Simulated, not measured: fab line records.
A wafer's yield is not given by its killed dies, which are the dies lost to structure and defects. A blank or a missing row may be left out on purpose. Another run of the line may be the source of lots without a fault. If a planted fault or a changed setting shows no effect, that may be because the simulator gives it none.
Lot-split experiment :: flow n5-finfet :: 21 wafers read from 7 lots, route of 1938 steps

## SPLIT DETAILS
At N5_PASSIVATION_VIA_ETCH_13 (etches SiO2 in CHF3/O2, target depth 660 nm, time 330 s), the setting source-w was moved away from the recipe's 650 W on 6 of the 21 wafers read, by +8.4% to +17.5%. For the rest of the wafers, this setting stayed at what the recipe calls for.

The split's own step is where the reading is taken.

## THE READING
rf-vpp-V, in V, at N5_PASSIVATION_VIA_ETCH_13 (etches SiO2 in CHF3/O2, target depth 660 nm, time 330 s). Typical for fault-free wafers on this fab line: 525 V, with standard deviation 5.1 V.

wafer: L079.2
tool, chamber at the split: rie-diel-05, 3
source-w as run, W: 650
against the recipe: recipe
rf-vpp-V, V: 525
against lot-mates on the recipe: -

wafer: L079.5
tool, chamber at the split: rie-diel-05, 0
source-w as run, W: 650
against the recipe: recipe
rf-vpp-V, V: 527
against lot-mates on the recipe: -

wafer: L079.6
tool, chamber at the split: rie-diel-05, 1
source-w as run, W: 752.2
against the recipe: +15.7%
rf-vpp-V, V: 486
against lot-mates on the recipe: -40

wafer: L078.1
tool, chamber at the split: rie-diel-02, 3
source-w as run, W: 724.5
against the recipe: +11.5%
rf-vpp-V, V: 505
against lot-mates on the recipe: -28

wafer: L078.3
tool, chamber at the split: rie-diel-02, 0
source-w as run, W: 724.5
against the recipe: +11.5%
rf-vpp-V, V: 500
against lot-mates on the recipe: -33

wafer: L078.5
tool, chamber at the split: rie-diel-02, 3
source-w as run, W: 650
against the recipe: recipe
rf-vpp-V, V: 533
against lot-mates on the recipe: -

wafer: L083.1
tool, chamber at the split: rie-diel-05, 2
source-w as run, W: 763.6
against the recipe: +17.5%
rf-vpp-V, V: 479
against lot-mates on the recipe: -42

wafer: L083.2
tool, chamber at the split: rie-diel-05, 3
source-w as run, W: 763.6
against the recipe: +17.5%
rf-vpp-V, V: 483
against lot-mates on the recipe: -38

wafer: L083.4
tool, chamber at the split: rie-diel-05, 1
source-w as run, W: 650
against the recipe: recipe
rf-vpp-V, V: 521
against lot-mates on the recipe: -

wafer: L081.3
tool, chamber at the split: rie-diel-02, 3
source-w as run, W: 650
against the recipe: recipe
rf-vpp-V, V: 533
against lot-mates on the recipe: -

wafer: L081.4
tool, chamber at the split: rie-diel-02, 2
source-w as run, W: 704.8
against the recipe: +8.4%
rf-vpp-V, V: 501
against lot-mates on the recipe: -24

wafer: L081.6
tool, chamber at the split: rie-diel-02, 1
source-w as run, W: 650
against the recipe: recipe
rf-vpp-V, V: 517
against lot-mates on the recipe: -

wafer: L086.2
tool, chamber at the split: rie-diel-02, 1
source-w as run, W: 650
against the recipe: recipe
rf-vpp-V, V: 519
against lot-mates on the recipe: -

wafer: L086.4
tool, chamber at the split: rie-diel-02, 0
source-w as run, W: 650
against the recipe: recipe
rf-vpp-V, V: 528
against lot-mates on the recipe: -

wafer: L086.6
tool, chamber at the split: rie-diel-02, 1
source-w as run, W: 650
against the recipe: recipe
rf-vpp-V, V: 518
against lot-mates on the recipe: -

wafer: L089.2
tool, chamber at the split: rie-diel-02, 1
source-w as run, W: 650
against the recipe: recipe
rf-vpp-V, V: 518
against lot-mates on the recipe: -

wafer: L089.4
tool, chamber at the split: rie-diel-02, 0
source-w as run, W: 650
against the recipe: recipe
rf-vpp-V, V: 527
against lot-mates on the recipe: -

wafer: L089.5
tool, chamber at the split: rie-diel-02, 0
source-w as run, W: 650
against the recipe: recipe
rf-vpp-V, V: 528
against lot-mates on the recipe: -

wafer: L091.1
tool, chamber at the split: rie-diel-04, 2
source-w as run, W: 650
against the recipe: recipe
rf-vpp-V, V: 531
against lot-mates on the recipe: -

wafer: L091.2
tool, chamber at the split: rie-diel-04, 1
source-w as run, W: 650
against the recipe: recipe
rf-vpp-V, V: 528
against lot-mates on the recipe: -

wafer: L091.4
tool, chamber at the split: rie-diel-04, 0
source-w as run, W: 650
against the recipe: recipe
rf-vpp-V, V: 517
against lot-mates on the recipe: -

FIT RESULTS
A straight line over all 21 wafers: rf-vpp-V changes by -2.39 V for each +1% of source-w; r = -0.95; the points scatter about the line by 5.5 V.
The same after taking each lot's own level away (the mean of its wafers on the recipe; 21 wafers): -2.44 V for each +1%; r = -0.96; scatter 4.7 V.
According to that fit, moving source-w by its largest amount changes the reading by 43 V.
From 521.0 to 533.0 V: that is the span of the lots' own levels, equal to 2.4 times the standard deviation above.
The two slopes are in agreement: the lot-to-lot level therefore moves the slope only a little.
Check: with one of the wafers moved furthest among these (+17.5%) left out of the fit, the line predicts -43.2 V for it against its lot-mates. It came out at -42 V against them.
Tool readings at the split's step, against how far the setting was moved: etch-rf-on-time-s r = -0.89; rf-vpp-V r = -0.95.

## OTHER SPLITS APPLIED TO THESE WAFERS
Before the reading, these wafers also passed through other splits. Each is held against what the fit with the lots' levels taken away leaves over:
other split on the same wafers: N5_BEOL_M15_SPUTTER_43 time-s
wafers away from the commonest value: 7
r with rf-vpp-V (lot level and that fit taken away): -0.55

## THE WHOLE CHAIN: every reading that the file lists as answering this split, in the file's order
step: N5_PASSIVATION_VIA_ETCH_13
what it does: etches SiO2 in CHF3/O2, target depth 660 nm, time 330 s
reading: etch-rf-on-time-s
change (the file's fit): withheld for each +1% of the setting
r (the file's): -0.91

step: N5_PASSIVATION_VIA_ETCH_13
what it does: etches SiO2 in CHF3/O2, target depth 660 nm, time 330 s
reading: rf-vpp-V
change (the file's fit): -2.5 V for each +1% of the setting
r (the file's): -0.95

## THE FILE'S OWN FIT
rf-vpp-V changes by -2.5 V for each +1% of source-w, r = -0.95.
